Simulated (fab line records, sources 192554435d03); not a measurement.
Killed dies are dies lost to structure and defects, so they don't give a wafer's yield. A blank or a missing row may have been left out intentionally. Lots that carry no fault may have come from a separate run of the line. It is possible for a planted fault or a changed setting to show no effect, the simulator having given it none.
fab line records	flow n5-finfet
record lots=7	wafers=39
route steps=1938 shown FIN_SAQP@98 SDB@347 BEOL_M0_SAQP@635 BEOL_M0@721 BEOL_M5@1116
start-h: hours from the record's opening day to when the first of the lot's shown wafers began	wait-h: hours elapsed since this lot's preceding step	" the same as in the row above	L1.1+2: several wafers, shown together as one row	- value missing, or start not given	* or withheld: withheld	< > ~ a bound
route shown NAME@n: a module of which the file shows steps, and the number in the route of the first	usual: mean and standard deviation over wafers with no fault	same: alike in all rows	chamber/n: place in a boat	sites: the reading at each site	_std_site: the standard deviation of these	_edge_site: the outer-site mean with the inner-site mean subtracted	radius-mm: how far each site lies from the wafer's centre	mask NAME#n: copy n	behind: the tool/chamber that last shaped the wafer	hold: the reason the lot was held/the length of the hold in hours/how it ended	device: whichever transistor did not switch (one of n, p or np)	end of line: the tests these same wafers got at the end of their route	a step without rows: its recipe alone	killed: the dies lost at the first sort to structure and to defects; this is not the yield of the wafer	map: shows each die of a wafer: x if killed, . if not, _ if none is there
set.NAME: the setting as run; set.NAME@STEP: as run at that earlier step	model.NAME: the simulator's own value behind a step, which no gauge read
one table per step and one row per wafer, for lots whose settings were changed on purpose
## steps
# step N5_FIN_SAQP_PECVD_47
# recipe material=a-Si	target-thk-a=450	temp-c=400	precursor=SiH4/He	pressure-torr=3	rf-w=100	time-s=36.3
lot.wafer	tool	chamber	start-h	wait-h	set.time-s	model.a-Si_of_FIN_SAQP_PECVD_47.thk-nm
L079.1	pecvd-04	1	51.95	0.0	36.3	44.95
L079.2	"	2	"	"	36.3	44.78
L079.3	"	0	"	"	36.3	45.02
L079.4	"	0	"	"	36.3	46.1
L079.5	"	2	"	"	36.3	44.97
L079.6	"	1	"	"	36.3	45.77
L080.1	pecvd-02	1	57.63	0.0	36.3	44.78
L080.2	"	2	"	"	36.3	45.57
L080.3	"	0	"	"	46.65	57.94
L080.4	"	1	"	"	46.65	58.89
L080.5	"	0	"	"	46.65	58.72
L080.6	"	2	"	"	36.3	46.1
L081.1	pecvd-01	1	63.23	0.0	36.3	44.05
L081.4	"	2	"	"	36.3	45.04
L081.6	"	0	"	"	36.3	45.48
L085.1	pecvd-04	1	87.79	0.0	36.3	45.1
L085.2	"	0	"	"	25.3	31.34
L085.3	"	2	"	"	36.3	45.87
L085.4	"	2	"	"	36.3	45.96
L085.5	"	0	"	"	25.3	32.22
L085.6	"	1	"	"	25.3	32.04
L088.1	pecvd-04	1	106.09	0.0	17.18	21.07
L088.2	"	2	"	"	36.3	44.74
L088.3	"	0	"	"	36.3	44.95
L088.4	"	2	"	"	17.18	21.31
L088.5	"	0	"	"	36.3	45.48
L088.6	"	1	"	"	17.18	21.47
L091.1	pecvd-01	2	123.49	0.0	36.3	44.37
L091.2	"	0	"	"	36.3	45.26
L091.3	"	1	"	"	15.44	18.45
L091.4	"	1	"	"	15.44	18.34
L091.5	"	2	"	"	15.44	18.57
L091.6	"	0	"	"	36.3	45.57
L096.1	pecvd-04	0	155.89	0.0	47.85	59.99
L096.2	"	1	"	"	36.3	45.23
L096.3	"	2	"	"	47.85	60.18
L096.4	"	1	"	"	36.3	45.98
L096.5	"	2	"	"	47.85	61.46
L096.6	"	0	"	"	36.3	46.44
# step N5_FIN_SAQP_PECVD_48
# recipe material=SiNx	target-thk-a=250	temp-c=400	precursor=SiH4/NH3/N2	pressure-torr=1.5	rf-w=300	time-s=22.1
# step N5_FIN_SAQP_PECVD_06
# recipe material=a-Si	target-thk-a=600	temp-c=400	precursor=SiH4/He	pressure-torr=3	rf-w=100	time-s=48.1
# step N5_FIN_SAQP_ETCH_57
# recipe chemistry=CH3F/O2	target=SiNx	mask-material=SiO2	target-depth-a=325	time-s=46.4	pressure-mtorr=30	source-w=395	bias-w=73	Ar_flow_sccm=150	CH3F_flow_sccm=30	O2_flow_sccm=20	ion-energy-ev=120	ends=cleared
# step N5_FIN_SAQP_ETCH_65
# recipe chemistry=CF4	target=SiO2	target-depth-a=40	ion-energy-ev=350	time-s=4.4	pressure-mtorr=10	icp-w=800	bias-w=400	cf4-flow-sccm=80
# step N5_FIN_SAQP_MANDREL_ETCH_58
# recipe chemistry=HBr/Cl2	target=a-Si	target-depth-a=450	bt-time-s=10	stop-on=SiNx	mask-material=SiO2	over-etch-frac=0.8	time-s=27	pressure-mtorr=10	icp-w=800	bias-w=75	HBr_flow_sccm=150	Cl2_flow_sccm=80	ends=end-point
# usual oes-product-au=0.690/0.013
lot.wafer	tool	chamber	start-h	wait-h	set.time-s@FIN_SAQP_PECVD_47	oes-product-au	model.etch.depth-nm
L079.1	rie-si-04	2	54.86	0.0	36.3	0.688	44.95
L079.2	"	0	"	"	36.3	0.675	44.78
L079.3	"	3	"	"	36.3	0.698	45.02
L079.4	"	1	"	"	36.3	0.696	46.1
L079.5	"	0	"	"	36.3	0.691	44.97
L079.6	"	1	"	"	36.3	0.699	45.77
L080.1	rie-si-03	3	60.62	0.0	36.3	0.675	44.78
L080.2	"	2	"	"	36.3	0.683	45.57
L080.3	"	1	"	"	46.65	0.808	57.94
L080.4	"	0	"	"	46.65	0.799	58.89
L080.5	"	2	"	"	46.65	0.787	58.72
L080.6	"	1	"	"	36.3	0.700	46.1
L081.1	rie-si-01	1	66.86	0.0	36.3	0.675	44.05
L081.4	"	3	"	"	36.3	0.674	45.04
L081.6	"	2	"	"	36.3	0.721	45.48
L085.1	rie-si-03	1	90.95	0.0	36.3	0.699	45.1
L085.2	"	0	"	"	25.3	0.577	31.34
L085.3	"	2	"	"	36.3	0.696	45.87
L085.4	"	3	"	"	36.3	0.689	45.96
L085.5	"	0	"	"	25.3	0.587	32.22
L085.6	"	3	"	"	25.3	0.576	32.04
L088.1	rie-si-01	1	109.42	0.0	17.18	0.495	21.07
L088.2	"	0	"	"	36.3	0.706	44.74
L088.3	"	2	"	"	36.3	0.717	44.95
L088.4	"	3	"	"	17.18	0.489	21.31
L088.5	"	0	"	"	36.3	0.706	45.48
L088.6	"	3	"	"	17.18	0.485	21.47
L091.1	rie-si-03	1	127.73	0.0	36.3	0.689	44.37
L091.2	"	0	"	"	36.3	0.689	45.26
L091.3	"	3	"	"	15.44	0.462	18.45
L091.4	"	2	"	"	15.44	0.461	18.34
L091.5	"	3	"	"	15.44	0.462	18.57
L091.6	"	2	"	"	36.3	0.686	45.57
L096.1	rie-si-01	2	159.01	0.0	47.85	0.837	59.99
L096.2	"	3	"	"	36.3	0.678	45.23
L096.3	"	0	"	"	47.85	0.840	60.18
L096.4	"	1	"	"	36.3	0.695	45.98
L096.5	"	3	"	"	47.85	0.809	61.46
L096.6	"	0	"	"	36.3	0.713	46.44
# step N5_SDB_HM_DEP_00
# recipe material=SiNx	target-thk-a=400	temp-c=400	precursor=SiH4/NH3/N2	pressure-torr=1.5	rf-w=300	time-s=35.3
lot.wafer	tool	chamber	start-h	wait-h	set.time-s	model.SiNx_of_SDB_HM_DEP_00.thk-nm
L079.1	pecvd-01	1	96.18	0.0	46.33	52.2
L079.2	"	0	"	"	46.33	52.6
L079.3	"	2	"	"	35.3	40.2
L079.4	"	2	"	"	46.33	53
L079.5+6	"	1,0	"	"	35.3	40.4
L080.1	pecvd-01	2	101.35	0.0	35.3	39.6
L080.2	"	0	"	"	46.47	52.2
L080.3	"	1	"	"	46.47	52.4
L080.4	"	0	"	"	46.47	53
L080.5	"	1	"	"	35.3	40.4
L080.6	"	2	"	"	35.3	40
L081.1	pecvd-02	2	108.45	0.0	35.3	38.8
L081.4	"	1	"	"	35.3	39.8
L081.6	"	1	"	"	35.3	40.6
L085.1	pecvd-01	2	131.92	0.0	35.3	39
L085.2+6	"	1,2	"	"	35.3	39.2
L085.3	"	2	"	"	35.3	39.6
L085.4	"	1	"	"	35.3	39.4
L085.5	"	1	"	"	35.3	39.8
L088.1	pecvd-02	2	151.15	0.0	35.3	39.4
L088.2	"	1	"	"	35.3	39.6
L088.3	"	0	"	"	28.41	31.4
L088.4	"	2	"	"	35.3	40.2
L088.5	"	0	"	"	28.41	32.2
L088.6	"	1	"	"	28.41	32
L091.1+2	pecvd-01	0,1	169.35	0.0	52.19	59
L091.3	"	2	"	"	35.3	39.6
L091.4	"	2	"	"	35.3	40.6
L091.5	"	1	"	"	52.19	60
L091.6	"	0	"	"	35.3	40.4
L096.1+3	pecvd-02	2,0	202.20	0.0	35.3	39.2
L096.2	"	1	"	"	35.3	39.6
L096.4	"	1	"	"	35.3	40
L096.5	"	2	"	"	35.3	40.4
L096.6	"	0	"	"	35.3	39.8
# step N5_SDB_COAT_03
# recipe resist=SOC	temp-c=250	time-s=60	spin-rpm=1500	resist-thk-nm=100
# step N5_SDB_COAT_04
# recipe resist=SiARC	temp-c=220	time-s=60	spin-rpm=1500	resist-thk-nm=18
# step N5_SDB_STRIP_19
# recipe chemistry=N2/H2	temp-c=40	n2-flow-sccm=200	h2-flow-sccm=200	rf-frequency-hz=6e+07
# step N5_SDB_STRIP_21
# recipe chemistry=CF4	resist=SiARC	power-w=300	bias-power-w=75	pressure-mtorr=50	cf4-flow-sccm=150	rf-frequency-hz=6e+07
# step N5_SDB_HM_OPEN_20
# recipe chemistry=CH3F/O2	target=SiNx	mask-material=SOC	target-depth-a=240	stop-on=poly-Si	over-etch-frac=0.4	ion-energy-ev=120	pressure-mtorr=30	source-w=395	bias-w=73	Ar_flow_sccm=150	CH3F_flow_sccm=30	O2_flow_sccm=20
lot.wafer	tool	chamber	start-h	wait-h	set.time-s@SDB_HM_DEP_00	model.etch.depth-nm
L079.1	rie-diel-02	1	96.95	0.0	46.33	33.44
L079.2	"	2	"	"	46.33	32.67
L079.3	"	3	"	"	35.3	24.28
L079.4	"	0	"	"	46.33	33.86
L079.5	"	0	"	"	35.3	24.39
L079.6	"	3	"	"	35.3	24.36
L080.1	rie-diel-02	2	102.18	0.0	35.3	23.65
L080.2	"	3	"	"	46.47	34.22
L080.3	"	0	"	"	46.47	33.6
L080.4	"	1	"	"	46.47	33.2
L080.5	"	0	"	"	35.3	24.31
L080.6	"	1	"	"	35.3	23.91
L081.1	rie-diel-03	3	109.70	0.0	35.3	22.87
L081.4	"	1	"	"	35.3	23.78
L081.6	"	2	"	"	35.3	24.65
L085.1	rie-diel-02	3	133.02	0.0	35.3	23.06
L085.2	"	0	"	"	35.3	23.16
L085.3	"	2	"	"	35.3	23.55
L085.4	"	1	"	"	35.3	23.43
L085.5	"	3	"	"	35.3	23.75
L085.6	"	2	"	"	35.3	23.22
L088.1	rie-diel-02	0	151.92	0.0	35.3	23.41
L088.2	"	3	"	"	35.3	23.53
L088.3	"	1	"	"	28.41	15.32
L088.4	"	2	"	"	35.3	24.13
L088.5	"	1	"	"	28.41	16.28
L088.6	"	2	"	"	28.41	15.98
L091.1	rie-diel-02	2	170.00	0.0	52.19	33.08
L091.2	"	1	"	"	52.19	33.02
L091.3	"	3	"	"	35.3	23.55
L091.4	"	0	"	"	35.3	24.66
L091.5	"	2	"	"	52.19	33.19
L091.6	"	1	"	"	35.3	24.41
L096.1	rie-diel-05	3	203.15	0.0	35.3	23.14
L096.2	"	1	"	"	35.3	23.68
L096.3	"	2	"	"	35.3	23.29
L096.4	"	0	"	"	35.3	23.95
L096.5	"	3	"	"	35.3	24.35
L096.6	"	2	"	"	35.3	23.89
# step N5_BEOL_M0_SAQP_PECVD_03
# recipe material=SiCN	target-thk-a=120	temp-c=withheld	precursor=3MS/NH3	pressure-torr=3	rf-w=202	time-s=21.1
lot.wafer	tool	chamber	start-h	wait-h	set.time-s	model.SiCN_of_BEOL_M0_SAQP_PECVD_03.thk-nm
L079.1+3	pecvd-03	2,0	138.35	0.1	26.09	14.4
L079.2+6	"	1	"	"	21.1	12
L079.4	"	2	"	"	26.09	14.6
L079.5	"	0	"	"	21.1	11.8
L080.1+3	pecvd-03	0,2	142.40	0.1	21.1	11.8
L080.2+6	"	1	"	"	25.06	14.4
L080.4	"	0	"	"	25.06	14.2
L080.5	"	2	"	"	21.1	12.2
L081.1	pecvd-02	0	148.88	0.1	21.1	12.2
L081.4+6	"	1,2	"	"	21.1	12
L085.1	pecvd-02	1	176.90	0.1	21.1	11.6
L085.2	"	2	"	"	21.1	12
L085.3+4	"	0	"	"	21.1	12.2
L085.5	"	1	"	"	21.1	11.8
L085.6	"	2	"	"	21.1	12.4
L088.1+5+6	pecvd-04	0,0,1	196.44	0.1	9.975	6
L088.2+3	"	1,0	"	"	21.1	12.2
L088.4	"	1	"	"	21.1	12.4
L091.1+3	pecvd-02	1,2	211.40	0.1	28.12	15.6
L091.2+5	"	0,2	"	"	21.1	12
L091.4	"	0	"	"	21.1	12.2
L091.6	"	1	"	"	28.12	15.8
L096.1+2	pecvd-03	0,2	247.72	0.1	16.91	9.6
L096.3	"	1	"	"	21.1	11.8
L096.4	"	1	"	"	16.91	10
L096.5	"	0	"	"	21.1	12
L096.6	"	2	"	"	21.1	12.2
# step N5_BEOL_M0_SAQP_PECVD_96
# recipe material=a-Si	target-thk-a=450	temp-c=350	precursor=SiH4/He	pressure-torr=3	rf-w=100	time-s=45.2
# step N5_BEOL_M0_SAQP_PECVD_97
# recipe material=SiNx	target-thk-a=230	temp-c=350	precursor=SiH4/NH3/N2	pressure-torr=1.5	rf-w=300	time-s=19.9
# step N5_BEOL_M0_SAQP_ETCH_102
# recipe chemistry=CF4	target=SiO2	target-depth-a=40	ion-energy-ev=350	time-s=4.4	pressure-mtorr=10	icp-w=800	bias-w=400	cf4-flow-sccm=80
# step N5_BEOL_M0_SAQP_MANDREL_ETCH_103
# recipe chemistry=HBr/Cl2	target=a-Si	target-depth-a=450	bt-time-s=10	stop-on=SiCN	mask-material=SiO2	over-etch-frac=0.8	time-s=27	pressure-mtorr=10	icp-w=800	bias-w=75	HBr_flow_sccm=150	Cl2_flow_sccm=80	ends=end-point
# step N5_BEOL_M0_SAQP_RECESS_104
# recipe chemistry=HF/NH3	target=SiO2	target-depth-a=180	afs-cycles=3	temp-c=30	sublimation-temp-c=180	sublimation-time-s=60
lot.wafer	tool	chamber	start-h	wait-h	set.time-s@BEOL_M0_SAQP_PECVD_03	model.SiCN_of_BEOL_M0_SAQP_PECVD_03.thk-nm
L079.1+4	vapor-etch-01	0,1	140.88	0.1	26.09	11
L079.2+6	"	1	"	"	21.1	8.6
L079.3	"	0	"	"	26.09	10.8
L079.5	"	0	"	"	21.1	8.4
L080.1	vapor-etch-01	0	145.40	0.1	21.1	8.4
L080.2+4	"	1	"	"	25.06	11
L080.3	"	0	"	"	21.1	8.6
L080.5	"	1	"	"	21.1	8.8
L080.6	"	0	"	"	25.06	11.2
L081.1	vapor-etch-01	0	154.71	0.1	21.1	8.8
L081.4	"	0	"	"	21.1	8.4
L081.6	"	0	"	"	21.1	8.6
L085.1	vapor-etch-01	1	179.60	0.1	21.1	8.2
L085.2+5	"	0,1	"	"	21.1	8.4
L085.3	"	0	"	"	21.1	8.8
L085.4	"	1	"	"	21.1	8.6
L085.6	"	0	"	"	21.1	9
L088.1+5+6	vapor-etch-02	0,0,1	200.01	0.1	9.975	2.6
L088.2+3	"	1	"	"	21.1	8.6
L088.4	"	0	"	"	21.1	8.8
L091.1+3	vapor-etch-02	1	214.34	0.1	28.12	12.2
L091.2+5	"	0,1	"	"	21.1	8.6
L091.4	"	0	"	"	21.1	8.8
L091.6	"	0	"	"	28.12	12.4
L096.1+2	vapor-etch-02	0,1	250.54	0.3	16.91	6.2
L096.3	"	1	"	"	21.1	8.4
L096.4	"	0	"	"	16.91	6.6
L096.5+6	"	1,0	"	"	21.1	8.6
# step N5_BEOL_M0_TRENCH_ETCH_107
# recipe chemistry=C4F6/O2	target-depth-a=328	target=SiOC	time-s=16.4	ion-energy-ev=250	pressure-mtorr=30	source-w=355	bias-w=185	Ar_flow_sccm=300	C4F6_flow_sccm=10	O2_flow_sccm=10
lot.wafer	tool	chamber	start-h	wait-h	set.target-depth-a	model.BEOL_M0.feature-depth-nm	model.TiN_of_BEOL_M0_SAQP_HM_DEP_02.thk-nm
L079.1	rie-diel-03	3	145.33	0.0	516.3	52.4	8.6
L079.2	"	1	"	"	516.3	51.4	9
L079.3	"	0	"	"	328	31.8	9.8
L079.4	"	2	"	"	328	33	9.6
L079.5	"	0	"	"	516.3	50.4	8.8
L079.6	"	1	"	"	328	32.6	9.8
L080.1	rie-diel-02	1	151.28	0.0	328	32.4	9.6
L080.2	"	3	"	"	415.2	42.6	9.2
L080.3	"	0	"	"	415.2	42.4	9.2
L080.4	"	2	"	"	328	32.2	9.6
L080.5	"	1	"	"	328	32.4	9.4
L080.6	"	0	"	"	415.2	42.2	9.2
L081.1	rie-diel-03	1	160.54	0.0	328	32.4	9.6
L081.4	"	2	"	"	328	33	9.8
L081.6	"	0	"	"	328	31.8	9.8
L085.1+6	rie-diel-02	2,1	187.06	0.0	328	32	9.8
L085.2	"	1	"	"	328	32.2	9.6
L085.3	"	0	"	"	486.9	49	8.8
L085.4	"	3	"	"	486.9	48.6	9.2
L085.5	"	2	"	"	486.9	47.2	9
L088.1	rie-diel-03	1	204.95	0.0	179.3	17.6	10
L088.2	"	3	"	"	328	33.4	9.6
L088.3	"	0	"	"	179.3	17.4	10.2
L088.4	"	1	"	"	328	32.4	9.6
L088.5	"	3	"	"	328	33.2	9.4
L088.6	"	0	"	"	179.3	17.6	10.2
L091.1	rie-diel-02	3	219.10	0.0	404.8	41	9.2
L091.2	"	0	"	"	328	32.8	9.2
L091.3	"	1	"	"	328	32.2	9.4
L091.4	"	2	"	"	328	33.8	9.2
L091.5	"	0	"	"	404.8	40.8	8.8
L091.6	"	1	"	"	404.8	40.2	9.2
L096.1	rie-diel-05	2	259.16	0.0	328	32.6	9.2
L096.2	"	3	"	"	212.1	21.4	10
L096.3	"	1	"	"	212.1	21	10.2
L096.4	"	3	"	"	212.1	21.2	10
L096.5	"	2	"	"	328	32.8	9.4
L096.6	"	1	"	"	328	32.2	9.4
# step N5_BEOL_M0_STRIP_142
# recipe chemistry=N2/H2	time-s=10	power-w=450	temp-c=40	pressure-mtorr=20	rf-frequency-hz=6e+07	bias-power-w=7	n2-flow-sccm=200	h2-flow-sccm=200
# step N5_BEOL_M0_OCD_MEAS_108
# usual trench-depth-nm=32.8/0.64
lot.wafer	tool	chamber	start-h	wait-h	set.target-depth-a@BEOL_M0_TRENCH_ETCH_107	trench-depth-nm
L079.1	ocd-02	-	145.43	0.1	516.3	52.5
L079.2	"	-	"	"	516.3	51.4
L079.3	"	-	"	"	328	31.9
L079.4	"	-	"	"	328	33.2
L079.5	"	-	"	"	516.3	50.8
L079.6	"	-	"	"	328	32.9
L080.1	ocd-01	-	151.39	0.1	328	32.9
L080.2	"	-	"	"	415.2	42.7
L080.3	"	-	"	"	415.2	42.4
L080.4	"	-	"	"	328	32.4
L080.5	"	-	"	"	328	32.2
L080.6	"	-	"	"	415.2	42.2
L081.1	ocd-01	-	160.64	0.1	328	31.9
L081.4	"	-	"	"	328	33.0
L081.6	"	-	"	"	328	31.9
L085.1	ocd-02	-	187.16	0.1	328	32.4
L085.2	"	-	"	"	328	32.2
L085.3	"	-	"	"	486.9	48.9
L085.4	"	-	"	"	486.9	48.8
L085.5	"	-	"	"	486.9	47.3
L085.6	"	-	"	"	328	32.1
L088.1	ocd-01	-	205.06	0.1	179.3	17.6
L088.2	"	-	"	"	328	33.3
L088.3	"	-	"	"	179.3	17.9
L088.4	"	-	"	"	328	32.8
L088.5	"	-	"	"	328	33.6
L088.6	"	-	"	"	179.3	17.4
L091.1	ocd-01	-	219.20	0.1	404.8	41.1
L091.2	"	-	"	"	328	32.6
L091.3	"	-	"	"	328	32.5
L091.4	"	-	"	"	328	34.0
L091.5	"	-	"	"	404.8	40.7
L091.6	"	-	"	"	404.8	39.8
L096.1	ocd-02	-	259.26	0.1	328	32.7
L096.2	"	-	"	"	212.1	22.1
L096.3	"	-	"	"	212.1	20.9
L096.4	"	-	"	"	212.1	21.3
L096.5	"	-	"	"	328	32.3
L096.6	"	-	"	"	328	31.9
# step N5_BEOL_M5_HM_DEP_02
# recipe material=TiN	target-thk-a=200	temp-c=25	chamber-pressure-pa=0.49996
lot.wafer	tool	chamber	start-h	wait-h	set.target-thk-a	model.TiN_of_BEOL_M5_HM_DEP_02.thk-nm
L080.1+4	pvd-sputter-03	-	205.28	0.5	200	20
L080.2+5+6	"	-	"	"	238.2	23.8
L080.3	"	-	"	"	200	20.4
L081.1+4+6	pvd-sputter-02	-	216.00	0.2	200	20
L079.1	pvd-sputter-02	-	216.40	0.1	200	19.8
L079.2	"	-	"	"	103.4	10
L079.3+5	"	-	"	"	200	20
L079.4	"	-	"	"	103.4	10.4
L079.6	"	-	"	"	103.4	10.2
L085.1+4+6	pvd-sputter-02	-	244.04	0.4	200	20
L085.2	"	-	"	"	156.6	15.8
L085.3+5	"	-	"	"	156.6	15.6
L088.1+3+4+6	pvd-sputter-02	-	259.14	0.3	200	19.8
L088.2+5	"	-	"	"	200	19.6
L091.1	pvd-sputter-01	-	273.70	2.2	247.6	25.2
L091.2	"	-	"	"	200	20.4
L091.3	"	-	"	"	247.6	24.8
L091.4	"	-	"	"	247.6	25
L091.5	"	-	"	"	200	19.8
L091.6	"	-	"	"	200	20.2
L096.1	pvd-sputter-01	-	310.42	0.2	111.9	11
L096.2	"	-	"	"	111.9	10.8
L096.3+4	"	-	"	"	200	20
L096.5	"	-	"	"	200	19.8
L096.6	"	-	"	"	111.9	11.2
# step N5_BEOL_M5_COAT_59
# recipe resist=SOC	temp-c=250	time-s=60	spin-rpm=1500	resist-thk-nm=60
# step N5_BEOL_M5_COAT_60
# recipe resist=SiARC	temp-c=220	time-s=60	spin-rpm=1500	resist-thk-nm=12
# step N5_BEOL_M5_STRIP_73
# recipe chemistry=N2/H2	temp-c=40	n2-flow-sccm=200	h2-flow-sccm=200	rf-frequency-hz=6e+07
# step N5_BEOL_M5_STRIP_64
# recipe chemistry=CF4	resist=SiARC	power-w=300	bias-power-w=75	pressure-mtorr=50	cf4-flow-sccm=150	rf-frequency-hz=6e+07
# step N5_BEOL_M5_HM_OPEN_17
# recipe chemistry=Cl2/BCl3	target-depth-a=200	overetch-a=60	target=TiN	mask-material=SOC	ion-energy-ev=150	pressure-mtorr=10	icp-w=1000	bias-w=126	Cl2_flow_sccm=53.25	bcl3-flow-sccm=21.75	Ar_flow_sccm=25
lot.wafer	tool	chamber	start-h	wait-h	set.target-thk-a@BEOL_M5_HM_DEP_02	model.etch.depth-nm
L080.1	rie-metal-02	0	206.17	0.0	200	19.96
L080.2	"	1	"	"	238.2	23.83
L080.3	"	0	"	"	200	20.38
L080.4	"	1	"	"	200	20.05
L080.5	"	1	"	"	238.2	23.79
L080.6	"	0	"	"	238.2	23.81
L081.1	rie-metal-01	0	216.89	0.0	200	19.99
L081.4	"	0	"	"	200	19.95
L081.6	"	0	"	"	200	20.1
L079.1	rie-metal-02	0	217.16	0.0	200	19.82
L079.2	"	1	"	"	103.4	10.02
L079.3	"	0	"	"	200	19.94
L079.4	"	1	"	"	103.4	10.39
L079.5	"	1	"	"	200	19.95
L079.6	"	0	"	"	103.4	10.11
L085.1	rie-metal-02	1	244.94	0.0	200	20.07
L085.2	"	0	"	"	156.6	15.77
L085.3	"	0	"	"	156.6	15.58
L085.4+6	"	1	"	"	200	20.09
L085.5	"	0	"	"	156.6	15.59
L088.1	rie-metal-02	0	260.03	0.0	200	19.87
L088.2	"	1	"	"	200	19.68
L088.3	"	0	"	"	200	19.8
L088.4	"	1	"	"	200	19.71
L088.5	"	0	"	"	200	19.6
L088.6	"	1	"	"	200	19.86
L091.1	rie-metal-03	0	275.43	0.0	247.6	25.29
L091.2	"	1	"	"	200	20.43
L091.3	"	0	"	"	247.6	24.82
L091.4	"	1	"	"	247.6	24.99
L091.5	"	1	"	"	200	19.86
L091.6	"	0	"	"	200	20.14
L096.1	rie-metal-02	1	311.21	0.1	111.9	11.02
L096.2	"	0	"	"	111.9	10.87
L096.3	"	0	"	"	200	20.07
L096.4	"	1	"	"	200	19.98
L096.5	"	0	"	"	200	19.89
L096.6	"	1	"	"	111.9	11.22
## key
split step=N5_FIN_SAQP_PECVD_47	setting=time-s	stated=36.3	by=wafer
response step=N5_FIN_SAQP_PECVD_47	reading=model.a-Si_of_FIN_SAQP_PECVD_47.thk-nm	change=+0.458	per=1%	r=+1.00
response step=N5_FIN_SAQP_MANDREL_ETCH_58	reading=oes-product-au	change=+0.00402	per=1%	r=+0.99
response step=N5_FIN_SAQP_MANDREL_ETCH_58	reading=model.etch.depth-nm	change=+0.458	per=1%	r=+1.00
split step=N5_SDB_HM_DEP_00	setting=time-s	stated=35.3	by=wafer
response step=N5_SDB_HM_DEP_00	reading=model.SiNx_of_SDB_HM_DEP_00.thk-nm	change=+0.398	per=1%	r=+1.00
response step=N5_SDB_HM_OPEN_20	reading=model.etch.depth-nm	change=+0.251	per=1%	r=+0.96
split step=N5_BEOL_M0_SAQP_PECVD_03	setting=time-s	stated=21.1	by=wafer
response step=N5_BEOL_M0_SAQP_PECVD_03	reading=model.SiCN_of_BEOL_M0_SAQP_PECVD_03.thk-nm	change=+0.116	per=1%	r=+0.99
response step=N5_BEOL_M0_SAQP_RECESS_104	reading=model.SiCN_of_BEOL_M0_SAQP_PECVD_03.thk-nm	change=+0.113	per=1%	r=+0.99
split step=N5_BEOL_M0_TRENCH_ETCH_107	setting=target-depth-a	stated=328	by=wafer
response step=N5_BEOL_M0_TRENCH_ETCH_107	reading=model.BEOL_M0.feature-depth-nm	change=+0.335	per=1%	r=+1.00
response step=N5_BEOL_M0_TRENCH_ETCH_107	reading=model.TiN_of_BEOL_M0_SAQP_HM_DEP_02.thk-nm	change=-0.0153	per=1%	r=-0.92
response step=N5_BEOL_M0_OCD_MEAS_108	reading=trench-depth-nm	change=+0.333	per=1%	r=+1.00
split step=N5_BEOL_M5_HM_DEP_02	setting=target-thk-a	stated=200	by=wafer
response step=N5_BEOL_M5_HM_DEP_02	reading=model.TiN_of_BEOL_M5_HM_DEP_02.thk-nm	change=+0.201	per=1%	r=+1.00
response step=N5_BEOL_M5_HM_OPEN_17	reading=model.etch.depth-nm	change=+0.202	per=1%	r=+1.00
